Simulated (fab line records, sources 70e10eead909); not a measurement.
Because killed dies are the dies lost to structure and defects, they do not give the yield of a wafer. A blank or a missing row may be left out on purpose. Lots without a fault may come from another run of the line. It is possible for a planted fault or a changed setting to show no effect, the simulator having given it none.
fab line records -- flow nand_harc
record lots=6, wafers=18, last_day=25
route steps=1159 shown P_M0@255 END@1159
lots that met no fault: taken from a fault-free run of the same line
start_h: the number of hours between the record's first day and the start of the first shown wafer of the lot -- wait_h: time in hours since the lot's previous step -- " identical to the entry in the row above -- L1.1+2: a row that stands for several wafers -- - no value, or no start was given -- * or withheld: withheld -- < > ~ a bound
route shown NAME@n: names a module that has steps shown in the file, with the first one's number in the route -- usual: mean and standard deviation over wafers with no fault -- same: alike in all rows -- chamber/n: place in a boat -- sites: the reading at each site -- _std_site: their standard deviation -- _edge_site: outer sites' mean less inner sites' -- radius_mm: for every site, how far away it sits from the centre of the wafer -- mask NAME#n: copy n -- behind: the most recent tool/chamber to have shaped the wafer -- hold: the reason the lot was held/the length of the hold in hours/how it ended -- device: which transistor (n, p or np) failed to switch -- end of line: tests of these same wafers at the route's end -- a step without rows: its recipe alone -- killed: dies lost to structure and defects at the first sort, not the wafer's yield -- map: a wafer's dies, x killed, . not, _ none there
set.NAME: the setting that was run; set.NAME@STEP: the one run at that earlier step -- model.NAME: the simulator's own value behind a step, which no gauge read
lots at selected steps of the route; one table per step, one row per wafer
services: when a tool's chamber went out of use (start_h, in hours from the record's first day, below 0 if earlier), for how many hours, and the reason
## steps
# step NHARC_P_M0_HMDS_02
# recipe time_s=30
# step NHARC_P_M0_COAT_33
# recipe temp_c=200, time_s=65
# step NHARC_P_M0_COAT_03
# recipe spin_rpm=1500, resist_thk_nm=90
# step NHARC_P_M0_SOFTBAKE_04
# recipe temp_c=105, time_s=55
# step NHARC_P_M0_EBR_05
# step NHARC_P_M0_EXPOSE_06
# recipe na=1.35, target_cd_nm=90, dose_mj=81.28, mask_id=P_M0
# step NHARC_P_M0_PEB_07
# recipe peb_temp_c=100, peb_time_s=65
# step NHARC_P_M0_DEVELOP_08
# recipe develop_time_s=35, dev_temp_c=23
# step NHARC_P_M0_CD_MEAS_09
# recipe target_cd_nm=90, landing_energy_ev=500
# usual cd_nm=89.4/0.77
lot.wafer,tool,chamber,start_h,wait_h,cd_nm
L767.1,cd_sem-01,0,163.58,-,89.8
L767.3,cd_sem-01,0,163.58,-,91.2
L767.4,cd_sem-01,0,163.58,-,90.1
L773.1,cd_sem-03,0,207.64,-,88.8
L773.5,cd_sem-03,0,207.64,-,89.3
L773.6,cd_sem-03,0,207.64,-,88.3
L774.1,cd_sem-02,0,213.02,-,88.6
L774.3,cd_sem-02,0,213.02,-,89.1
L774.4,cd_sem-02,0,213.02,-,89.4
L775.1,cd_sem-02,0,213.99,-,90.6
L775.2,cd_sem-02,0,213.99,-,88.9
L775.6,cd_sem-02,0,213.99,-,88.6
L780.2,cd_sem-01,0,237.70,-,88.1
L780.4,cd_sem-01,0,237.70,-,88.6
L780.6,cd_sem-01,0,237.70,-,89.1
L781.1,cd_sem-03,0,243.75,-,89.8
L781.3,cd_sem-03,0,243.75,-,87.9
L781.5,cd_sem-03,0,243.75,-,89.5
# step NHARC_P_M0_OVL_MEAS_10
# recipe pitch_nm=180
# usual overlay_x_nm=0.2/0.71, overlay_y_nm=0.2/0.87
lot.wafer,tool,chamber,start_h,wait_h,overlay_x_nm,overlay_y_nm
L767.1,overlay-02,-,163.67,-,-0.4,0.3
L767.3,overlay-02,-,163.67,-,0.3,0.3
L767.4,overlay-02,-,163.67,-,0.2,-0.1
L773.1,overlay-01,-,207.73,-,0.6,-0.4
L773.5,overlay-01,-,207.73,-,1.1,-0.2
L773.6,overlay-01,-,207.73,-,0.7,-0.3
L774.1,overlay-02,-,213.11,-,1.2,-0.6
L774.3,overlay-02,-,213.11,-,1.4,-0.8
L774.4,overlay-02,-,213.11,-,1.2,-0.3
L775.1,overlay-02,-,214.08,-,-0.4,1.4
L775.2,overlay-02,-,214.08,-,-0.1,1.2
L775.6,overlay-02,-,214.08,-,0.0,1.2
L780.2,overlay-02,-,237.79,-,-0.2,1.1
L780.4,overlay-02,-,237.79,-,-0.6,0.7
L780.6,overlay-02,-,237.79,-,-1.2,0.6
L781.1,overlay-02,-,243.84,-,0.2,1.8
L781.3,overlay-02,-,243.84,-,0.0,1.2
L781.5,overlay-02,-,243.84,-,-0.1,2.0
# step NHARC_P_M0_INSPECT_11
# usual raw_defect_count=4.0/2.2
lot.wafer,tool,chamber,start_h,wait_h,raw_defect_count
L767.1,defect_inspect-01,-,163.70,0.0,3
L767.3,defect_inspect-01,-,163.70,0.0,7
L767.4,defect_inspect-01,-,163.70,0.0,4
L773.1,defect_inspect-02,-,207.76,0.0,4
L773.5,defect_inspect-02,-,207.76,0.0,5
L773.6,defect_inspect-02,-,207.76,0.0,3
L774.1,defect_inspect-02,-,213.15,0.0,1
L774.3,defect_inspect-02,-,213.15,0.0,5
L774.4,defect_inspect-02,-,213.15,0.0,4
L775.1,defect_inspect-01,-,214.12,0.0,3
L775.2,defect_inspect-01,-,214.12,0.0,0
L775.6,defect_inspect-01,-,214.12,0.0,4
L780.2,defect_inspect-02,-,237.83,0.0,11
L780.4,defect_inspect-02,-,237.83,0.0,5
L780.6,defect_inspect-02,-,237.83,0.0,4
L781.1,defect_inspect-01,-,243.87,0.0,10
L781.3,defect_inspect-01,-,243.87,0.0,7
L781.5,defect_inspect-01,-,243.87,0.0,2
# step NHARC_P_M0_DESCUM_14
# recipe time_s=3, o2_flow_sccm=200, ar_flow_sccm=0, bias_power_w=0, chemistry=O2
# usual drypump_motor_current_A=5.8/0.47, oes_product_au=1.000/0.011, rf_vpp_V=57.7/0.99, showerhead_plenum_p_Torr=1.93/0.12, throttle_valve_pct=11.311/0.0085
# same time_s=3
lot.wafer,tool,chamber,start_h,wait_h,drypump_motor_current_A,oes_product_au,rf_hours_counter_h,rf_vpp_V,showerhead_plenum_p_Torr,throttle_valve_pct
L767.3,rie_diel-12,1,163.76,0.1,6.1,0.996,9,58.2,1.99,11.318
L767.1,rie_diel-12,0,163.76,0.1,6.4,0.979,8,57.3,2.06,11.311
L767.4,rie_diel-12,3,163.76,0.1,6.0,1.001,-,56.6,1.79,11.321
L773.1,rie_diel-06,0,207.85,0.1,5.3,1.006,9,58.4,1.99,11.312
L773.6,rie_diel-06,1,207.85,0.1,5.9,1.018,-,57.0,1.78,11.310
L773.5,rie_diel-06,2,207.85,0.1,6.0,0.993,-,58.0,2.05,11.304
L774.1,rie_diel-12,0,213.22,0.1,6.4,0.992,0,55.1,2.06,11.309
L774.4,rie_diel-12,1,213.22,0.1,6.1,1.006,0,57.6,1.99,11.297
L774.3,rie_diel-12,2,213.22,0.1,5.4,1.001,0,58.5,2.07,11.315
L775.2,rie_diel-06,1,214.19,0.1,5.9,1.016,10,56.5,1.78,11.316
L775.1,rie_diel-06,2,214.19,0.1,6.0,0.991,10,56.9,2.05,11.307
L775.6,rie_diel-06,3,214.19,0.1,6.5,1.002,-,58.9,2.05,11.320
L780.4,rie_diel-06,1,237.89,0.1,5.9,1.018,12,56.6,1.78,11.321
L780.2,rie_diel-06,2,237.89,0.1,5.9,0.989,12,59.1,2.05,11.324
L780.6,rie_diel-06,1,237.89,0.1,5.9,1.012,-,56.9,1.78,11.308
L781.1,rie_diel-10,0,243.94,0.1,5.3,0.989,3,56.3,1.79,11.312
L781.3,rie_diel-10,3,243.94,0.1,6.0,0.988,3,56.1,1.90,11.305
L781.5,rie_diel-10,1,243.94,0.1,5.4,0.997,-,59.5,1.96,11.310
# step NHARC_P_M0_ETCH_34
# recipe target_depth_a=400, overetch_a=120, time_s=43.94, ion_energy_ev=200, n2_flow_sccm=150, h2_flow_sccm=150, ar_flow_sccm=0, rf_w=400, bias_w=150, chemistry=N2/H2
# usual drypump_motor_current_A=5.8/0.48, oes_product_au=0.998/0.011, rf_vpp_V=431/3.7, showerhead_plenum_p_Torr=2.06/0.13, throttle_valve_pct=14.172/0.0092
# same time_s=43.94
lot.wafer,tool,chamber,start_h,wait_h,drypump_motor_current_A,oes_product_au,rf_hours_counter_h,rf_vpp_V,showerhead_plenum_p_Torr,throttle_valve_pct
L767.1,rie_diel-12,0,163.87,0.1,6.4,0.975,8,435,2.20,14.172
L767.3,rie_diel-12,3,163.87,0.1,6.0,0.984,7,427,1.90,14.174
L767.4,rie_diel-12,3,163.87,0.1,6.0,0.989,-,426,1.90,14.170
L773.1,rie_diel-06,3,207.91,0.1,6.5,0.998,9,434,2.19,14.155
L773.5,rie_diel-06,3,207.91,0.1,6.5,0.999,-,434,2.19,14.171
L773.6,rie_diel-06,0,207.91,0.1,5.3,1.000,-,432,2.13,14.167
L774.1,rie_diel-12,3,213.29,0.1,5.9,0.999,0,426,1.90,14.183
L774.3,rie_diel-12,0,213.29,0.1,6.4,0.991,0,436,2.20,14.163
L774.4,rie_diel-12,2,213.29,0.1,5.4,1.005,0,436,2.21,14.184
L775.1,rie_diel-06,2,214.26,0.1,5.9,0.992,10,434,2.19,14.163
L775.2,rie_diel-06,0,214.26,0.1,5.3,0.827,9,433,2.13,14.181
L775.6,rie_diel-06,3,214.26,0.1,6.5,0.997,-,435,2.19,14.172
L780.4,rie_diel-06,3,237.98,0.1,6.5,1.000,11,435,2.19,14.165
L780.2,rie_diel-06,0,237.98,0.1,5.3,0.816,11,431,2.13,14.162
L780.6,rie_diel-06,1,237.98,0.1,5.9,1.014,-,425,1.89,14.169
L781.1,rie_diel-10,1,244.02,0.1,5.4,1.009,3,433,2.09,14.179
L781.3,rie_diel-10,0,244.02,0.1,5.3,0.995,3,427,1.90,14.165
L781.5,rie_diel-10,1,244.02,0.1,5.4,0.999,-,432,2.09,14.198
# step NHARC_P_M0_ETCH_15
# recipe target_depth_a=1500, overetch_a=150, time_s=82.5, c4f8_flow_sccm=withheld, ar_flow_sccm=400, rf_w=600, bias_w=300, chemistry=C4F8/Ar
# usual oes_product_au=0.959/0.021, rf_vpp_V=442/3.8
# same time_s=82.5
lot.wafer,tool,chamber,start_h,wait_h,oes_product_au,rf_hours_counter_h,rf_vpp_V
L767.1,rie_diel-12,3,-,-,0.962,7,436
L767.3,rie_diel-12,0,-,-,0.953,8,445
L767.4,rie_diel-12,3,-,-,0.955,-,438
L773.1,rie_diel-06,1,-,-,0.973,10,436
L773.5,rie_diel-06,2,-,-,0.956,-,444
L773.6,rie_diel-06,3,-,-,0.976,-,445
L774.4,rie_diel-12,1,-,-,0.972,0,442
L774.3,rie_diel-12,2,-,-,0.975,0,444
L774.1,rie_diel-12,0,-,-,0.944,0,445
L775.1,rie_diel-06,0,-,-,0.961,9,443
L775.2,rie_diel-06,1,-,-,0.992,10,437
L775.6,rie_diel-06,3,-,-,0.962,-,446
L780.2,rie_diel-06,0,-,-,0.960,11,444
L780.4,rie_diel-06,3,-,-,0.985,11,443
L780.6,rie_diel-06,1,-,-,0.975,-,436
L781.1,rie_diel-10,0,-,-,0.951,3,438
L781.3,rie_diel-10,2,-,-,0.984,3,437
L781.5,rie_diel-10,1,-,-,0.973,-,442
# step NHARC_END_SORT_01
# recipe temp_c=25
# usual defect_limited_yield=95.4/1.8, killed_at_array=28/11, killed_at_other=0.7/0.88, killed_at_periphery=3.1/2.2, killed_dies=31/12, killed_open=3.3/2, killed_short=2.0/1.6, sort_bin_2_pct=1.5/0.73, sort_bin_3_pct=0.27/0.22, sort_bin_4_pct=2.9/1.1, sort_n_pass=646/12, sort_rim_yield_pct=93/3.9, sort_yield_pct=95.4/1.8
# same gross_dies=677, sort_bin_5_pct[%]=0, sort_bin_6_pct[%]=0, sort_bin_7_pct[%]=0, sort_bin_8_pct[%]=0, sort_rim_n_gross=106.00
lot.wafer,tool,chamber,start_h,wait_h,defect_limited_yield[%],killed_at_array,killed_at_other,killed_at_periphery,killed_dies,killed_open,killed_short,sort_bin_2_pct[%],sort_bin_3_pct[%],sort_bin_4_pct[%],sort_n_pass,sort_rim_yield_pct[%],sort_yield_pct[%]
L767.1,prober-01,0,487.69,2.5,94.8,31,2,2,35,1,2,1.2,0.15,3.8,642,87,94.8
L767.3,prober-01,0,489.28,3.1,95.1,30,1,2,33,6,2,0.9,0.15,3.8,644,89,95.1
L767.4,prober-01,0,490.08,3.4,93.5,39,2,3,44,7,3,2.8,0,3.7,633,91,93.5
L773.1,prober-01,0,517.59,2.5,96.3,23,0,2,25,3,0,1.3,0,2.4,652,92,96.3
L773.5,prober-01,0,520.74,3.6,95.1,30,0,3,33,4,3,2.1,0.30,2.5,644,95,95.1
L773.6,prober-01,0,521.53,3.9,96.5,23,0,1,24,2,0,1.3,0.44,1.8,653,97,96.5
L775.1,prober-02,0,544.09,2.5,96.9,18,1,2,21,3,2,1.0,0.30,1.8,656,97,96.9
L775.2,prober-02,0,544.88,2.8,96.6,22,0,1,23,6,1,0.7,0,2.7,654,96,96.6
L775.6,prober-02,0,548.05,4.0,96.8,20,0,2,22,4,4,0.7,0.30,2.2,655,95,96.8
L774.1,prober-01,0,544.12,2.5,97.3,16,1,1,18,0,1,0.7,0.15,1.8,659,93,97.3
L774.3,prober-01,0,545.73,3.1,95.3,27,1,4,32,3,5,1.9,0.44,2.4,645,93,95.3
L774.4,prober-01,0,546.53,3.4,97.0,15,2,3,20,3,3,1.5,0,1.5,657,95,97.0
L780.2,prober-02,0,578.62,2.8,91.0,49,1,11,61,4,2,2.5,0.74,5.8,616,86,91.0
L780.4,prober-02,0,580.22,3.4,92.6,45,1,4,50,6,2,2.2,0.74,4.4,627,87,92.6
L780.6,prober-02,0,581.82,4.0,93.6,42,0,1,43,1,2,2.2,0.44,3.7,634,88,93.6
# killed by level:class
L767.1 A_SLIT:chamber_film_flake=15 A_CHANNEL_HOLE_D1:chamber_film_flake=13 THIN_TSV:chamber_film_flake=2 P_M0:geometric_particle:short=1 A_ONON_D1:geometric_particle:open=1 A_CHANNEL_HOLE_D1:geometric_particle:short=1 P_M2:chamber_film_flake=1 A_CONTACT:chamber_film_flake=1
L767.3 A_SLIT:chamber_film_flake=11 A_CHANNEL_HOLE_D1:chamber_film_flake=8 A_CONTACT:chamber_film_flake=4 P_CONTACT:geometric_particle:open=2 A_CHANNEL_FILL_D1:geometric_particle:open=1 A_SGD_CUT:geometric_particle:short=1 A_SGD_CUT:geometric_particle:open=1 A_CONTACT:geometric_particle:open=1
L767.4 A_CHANNEL_HOLE_D1:chamber_film_flake=14 A_SLIT:chamber_film_flake=10 A_CONTACT:chamber_film_flake=4 A_CHANNEL_FILL_D1:geometric_particle:open=2 A_CHANNEL_FILL_D1:geometric_particle:short=2 A_CONTACT:geometric_particle:open=2 P_GATE:chamber_film_flake=2 THIN_TSV:chamber_film_flake=2
L773.1 A_SLIT:chamber_film_flake=14 A_STAIRCASE:chamber_film_flake=3 A_CHANNEL_HOLE_D1:chamber_film_flake=2 P_GATE:geometric_particle:open=1 A_CHANNEL_HOLE_D1:geometric_particle:open=1 A_WL_FILL:geometric_particle:open=1 P_GATE:chamber_film_flake=1 A_WL_FILL:chamber_film_flake=1
L773.5 A_CHANNEL_HOLE_D1:chamber_film_flake=10 A_SLIT:chamber_film_flake=7 A_ONON_D1:geometric_particle:open=3 A_WL_FILL:geometric_particle:short=2 P_STI:chamber_film_flake=2 A_STAIRCASE:chamber_film_flake=2 A_CONTACT:chamber_film_flake=2 A_M1:chamber_film_flake=2
L773.6 A_SLIT:chamber_film_flake=8 A_STAIRCASE:chamber_film_flake=6 A_CHANNEL_HOLE_D1:chamber_film_flake=5 A_CHANNEL_FILL_D1:chamber_film_flake=2 P_STI:geometric_particle:open=1 A_CONTACT:geometric_particle:open=1 A_CONTACT:chamber_film_flake=1
L775.1 A_CONTACT:chamber_film_flake=5 A_CHANNEL_HOLE_D1:chamber_film_flake=4 A_CONTACT:geometric_particle:open=2 A_STAIRCASE:chamber_film_flake=2 A_WL_FILL:geometric_particle:short=1 A_CONTACT:geometric_particle:short=1 A_BLC:geometric_particle:open=1 P_GATE:chamber_film_flake=1
L774.1 A_CHANNEL_HOLE_D1:chamber_film_flake=11 A_STAIRCASE:chamber_film_flake=2 A_BLC:geometric_particle:short=1 P_GATE:chamber_film_flake=1 A_SGD_CUT:chamber_film_flake=1 A_CONTACT:chamber_film_flake=1 THIN_TSV:chamber_film_flake=1
L775.2 A_CONTACT:chamber_film_flake=6 A_CHANNEL_HOLE_D1:chamber_film_flake=5 A_STAIRCASE:chamber_film_flake=4 A_CONTACT:geometric_particle:open=3 P_M0:geometric_particle:open=1 A_WL_FILL:geometric_particle:open=1 A_CONTACT:geometric_particle:short=1 A_M0:geometric_particle:open=1
L774.3 A_CHANNEL_HOLE_D1:chamber_film_flake=15 A_CONTACT:chamber_film_flake=7 A_WL_FILL:geometric_particle:short=2 P_STI:geometric_particle:open=1 P_CONTACT:geometric_particle:short=1 P_M0:geometric_particle:short=1 A_CHANNEL_FILL_D1:geometric_particle:short=1 A_M0:geometric_particle:open=1
L774.4 A_CHANNEL_HOLE_D1:chamber_film_flake=8 A_WL_FILL:geometric_particle:short=2 P_GATE:chamber_film_flake=2 THIN_TSV:chamber_film_flake=2 P_CONTACT:geometric_particle:open=1 A_CONTACT:chamber_film_flake=1 A_SGD_CUT:geometric_particle:short=1 A_WL_FILL:geometric_particle:open=1
L775.6 A_CHANNEL_HOLE_D1:chamber_film_flake=7 A_CHANNEL_FILL_D1:geometric_particle:short=3 A_CONTACT:chamber_film_flake=3 P_CONTACT:geometric_particle:open=1 A_ONON_D1:geometric_particle:open=1 A_WL_FILL:geometric_particle:open=1 A_CONTACT:geometric_particle:open=1 A_CONTACT:geometric_particle:short=1
L780.2 A_SLIT:chamber_film_flake=17 A_CHANNEL_HOLE_D1:chamber_film_flake=15 A_STAIRCASE:chamber_film_flake=7 A_CONTACT:chamber_film_flake=5 P_ZERO_WELL:chamber_film_flake=4 P_CONTACT:geometric_particle:open=2 P_GATE:chamber_film_flake=2 A_ZERO_WELL:chamber_film_flake=2
L780.4 A_SLIT:chamber_film_flake=15 A_CHANNEL_HOLE_D1:chamber_film_flake=14 A_CONTACT:chamber_film_flake=6 A_M0:geometric_particle:open=2 A_STAIRCASE:chamber_film_flake=2 P_GATE:geometric_particle:short=1 P_CONTACT:geometric_particle:open=1 A_ONON_D1:geometric_particle:open=1
L780.6 A_SLIT:chamber_film_flake=15 A_CHANNEL_HOLE_D1:chamber_film_flake=12 A_CONTACT:chamber_film_flake=6 A_STAIRCASE:chamber_film_flake=5 A_ONON_D1:geometric_particle:open=1 A_CHANNEL_FILL_D1:geometric_particle:short=1 A_WL_FILL:geometric_particle:short=1 P_ZERO_WELL:chamber_film_flake=1
## services
tool,chamber,start_h,hours,kind
rie_diel-06,0,146.75,-,clean
rie_diel-06,1,146.75,-,clean
rie_diel-06,2,146.75,-,clean
rie_diel-06,3,146.75,-,clean
rie_diel-12,2,159.62,7.0,repair
rie_diel-12,3,159.77,1.8,repair
rie_diel-12,2,167.22,2.7,repair
rie_diel-06,0,171.25,-,clean
rie_diel-06,1,171.25,-,clean
rie_diel-06,2,171.25,-,clean
rie_diel-06,3,171.25,-,clean
rie_diel-10,-,176.50,9.0,pm
rie_diel-06,0,195.75,-,clean
rie_diel-06,1,195.75,-,clean
rie_diel-06,2,195.75,-,clean
rie_diel-06,3,195.75,-,clean
rie_diel-12,-,202.40,9.0,pm
rie_diel-06,0,220.25,-,clean
rie_diel-06,1,220.25,-,clean
rie_diel-06,2,220.25,-,clean
rie_diel-06,3,220.25,-,clean
rie_diel-10,-,229.67,0.3,repair
rie_diel-10,3,234.55,4.3,repair
rie_diel-06,-,241.20,9.0,pm
## key
first_sign step=NHARC_P_M0_ETCH_34, reading=oes_product_au, direction=down, sigmas=16, usual=0.998, struck=0.822
effect none on later readings
met_at NHARC_P_M0_ETCH_34
struck_wafers L775.2,L780.2
onset_between 207.91 214.26
fault kind=process_parameter_drift, tool=rie_diel-06, chamber=0, onset_h=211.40, steps=NHARC_P_M0_ETCH_34, channel=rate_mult, offset=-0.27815, shape=step, end_h=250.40
